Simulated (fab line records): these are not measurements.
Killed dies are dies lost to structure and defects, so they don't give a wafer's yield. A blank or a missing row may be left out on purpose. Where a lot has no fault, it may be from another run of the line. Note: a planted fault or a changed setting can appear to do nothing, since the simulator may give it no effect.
Matching of chambers + flow n5 finfet + 4 sister chambers for N5_BEOL_M8_ETCH_62 on rie diel-06
The step etches SOC in N2/H2, target depth 110 nm, overetch 22 nm, time 165 s. 18 wafers are shown with their chamber, then 9 later ones without.

== EACH WAFER AND ITS CHAMBER ==
| wafer  | chamber | showerhead plenum p Torr (Torr) | drypump motor current A (A) | oes product au (a.u.) |
|--------|---------|---------------------------------|-----------------------------|-----------------------|
| L075.1 | 3       | 2.48                            | 5.1                         | 0.71                  |
| L075.4 | 0       | 2.62                            | 5.2                         | 0.60                  |
| L075.6 | 3       | 2.48                            | 5.0                         | 0.71                  |
| L079.2 | 1       | 2.70                            | 6.3                         | 0.72                  |
| L079.4 | 2       | 2.57                            | 5.8                         | 0.68                  |
| L079.5 | 1       | 2.70                            | 6.3                         | 0.72                  |
| L081.1 | 3       | 2.47                            | 5.0                         | 0.70                  |
| L081.2 | 1       | 2.70                            | 6.3                         | 0.72                  |
| L081.6 | 1       | 2.70                            | 6.4                         | 0.72                  |
| L083.3 | 1       | 2.70                            | 6.3                         | 0.72                  |
| L083.5 | 0       | 2.61                            | 5.2                         | 0.59                  |
| L083.6 | 3       | 2.47                            | 5.1                         | 0.70                  |
| L088.2 | 1       | 2.70                            | 6.3                         | 0.71                  |
| L088.4 | 3       | 2.47                            | 5.0                         | 0.70                  |
| L088.6 | 1       | 2.70                            | 6.3                         | 0.71                  |
| L087.2 | 3       | 2.47                            | 5.1                         | 0.70                  |
| L087.4 | 1       | 2.70                            | 6.4                         | 0.71                  |
| L087.6 | 1       | 2.70                            | 6.3                         | 0.71                  |

SIGNATURES (averages over the wafers above)
| reading                  | chamber 0 | chamber 1 | chamber 2 | chamber 3 | scatter within a chamber |
|--------------------------|-----------|-----------|-----------|-----------|--------------------------|
| showerhead plenum p Torr | 2.6150    | 2.7000    | 2.5700    | 2.4733    | 0.00362                  |
| drypump motor current A  | 5.200     | 6.322     | 5.800     | 5.050     | 0.0467                   |
| oes product au           | 0.5950    | 0.7156    | 0.6800    | 0.7033    | 0.00538                  |
Rule: distance of a wafer from a chamber = root of the sum over the readings of ((wafer's reading minus chamber's mean) / reading's scatter) squared. The wafer belongs to the nearest chamber; if the next one is less than 2 further off, it can't be placed. How the scatter is found: for the shown wafers, subtract from each reading the mean of its chamber, square and add these, divide the total by (wafers less chambers), then take the root.

== WAFERS WITH NO CHAMBER GIVEN ==
| wafer  | showerhead plenum p Torr (Torr) | drypump motor current A (A) | oes product au (a.u.) |
|--------|---------------------------------|-----------------------------|-----------------------|
| L089.1 | 2.69                            | 6.4                         | 0.71                  |
| L089.3 | 2.56                            | 5.8                         | 0.67                  |
| L089.6 | 2.46                            | 5.0                         | 0.69                  |
| L095.1 | 2.55                            | 5.8                         | 0.66                  |
| L095.2 | 2.60                            | 5.2                         | 0.83                  |
| L095.3 | 2.46                            | 5.1                         | 0.67                  |
| L096.3 | 2.55                            | 5.8                         | 0.66                  |
| L096.5 | 2.55                            | 5.8                         | 0.66                  |
| L096.6 | 2.69                            | 6.4                         | 0.70                  |

== WHICH CHAMBER EACH ONE RAN IN ==
| wafer  | from the rows above | in truth                   |
|--------|---------------------|----------------------------|
| L089.1 | 1                   | 1                          |
| L089.3 | 2                   | 2                          |
| L089.6 | 3                   | 3                          |
| L095.1 | 2                   | 2                          |
| L095.2 | 2                   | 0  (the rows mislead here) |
| L095.3 | 3                   | 3                          |
| L096.3 | 2                   | 2                          |
| L096.5 | 2                   | 2                          |
| L096.6 | 1                   | 1                          |
Correct placement for 8 of the 9. Not placeable from these rows: 0. Number placed wrongly: 1.
